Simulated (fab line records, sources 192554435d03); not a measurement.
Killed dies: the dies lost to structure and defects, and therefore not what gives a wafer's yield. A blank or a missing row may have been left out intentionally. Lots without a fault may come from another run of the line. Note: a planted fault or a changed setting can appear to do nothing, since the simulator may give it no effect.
Matching of chambers | flow n5_finfet | N5_BEOL_M5_CO_CAP_78 on cvd_co-01 has 3 sister chambers
The step material Co, precursor CCTBA/H2, target thk 2 nm, time 102.1 s. 3 wafers are shown with their chamber, then 12 later ones without.

## EACH WAFER AND ITS CHAMBER
wafer  | chamber | heater_power_w (W)
L089.3 | 0       | 211
L090.5 | 2       | 254
L090.6 | 1       | 246

## WAFERS WITH NO CHAMBER GIVEN
wafer  | heater_power_w (W)
L091.1 | 240
L091.3 | 252
L091.6 | 248
L096.4 | 215
L096.5 | 259
L096.6 | 244
L095.1 | 248
L095.2 | 212
L095.4 | 213
L097.1 | 220
L097.2 | 253
L097.6 | 241

## WHICH CHAMBER EACH ONE RAN IN
wafer  | from the rows above     | in truth
L091.1 | can't be placed: 1 or 2 | 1
L091.3 | can't be placed: 2 or 1 | 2
L091.6 | can't be placed: 1 or 2 | 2
L096.4 | 0                       | 0
L096.5 | can't be placed: 2 or 1 | 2
L096.6 | can't be placed: 1 or 2 | 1
L095.1 | can't be placed: 1 or 2 | 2
L095.2 | 0                       | 0
L095.4 | 0                       | 0
L097.1 | 0                       | 0
L097.2 | can't be placed: 2 or 1 | 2
L097.6 | can't be placed: 1 or 2 | 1
4 of 12 placed correctly. These rows do not allow placing 8 (true chamber among the candidates in 8). Wrongly placed: 0.
How it was worked out, from the rows above alone: a wafer's distance from a chamber is the root of the sum, over the readings, of the square of ((its reading less the chamber's mean) divided by the reading's scatter). If the next closest chamber is less than 2 further off than the closest, the wafer can't be placed; otherwise it belongs to the closest. The mean given for a chamber averages the wafers shown for that chamber. The scatter: root of mean squared gap, hidden wafer to nearest shown wafer, with one shown wafer a chamber.
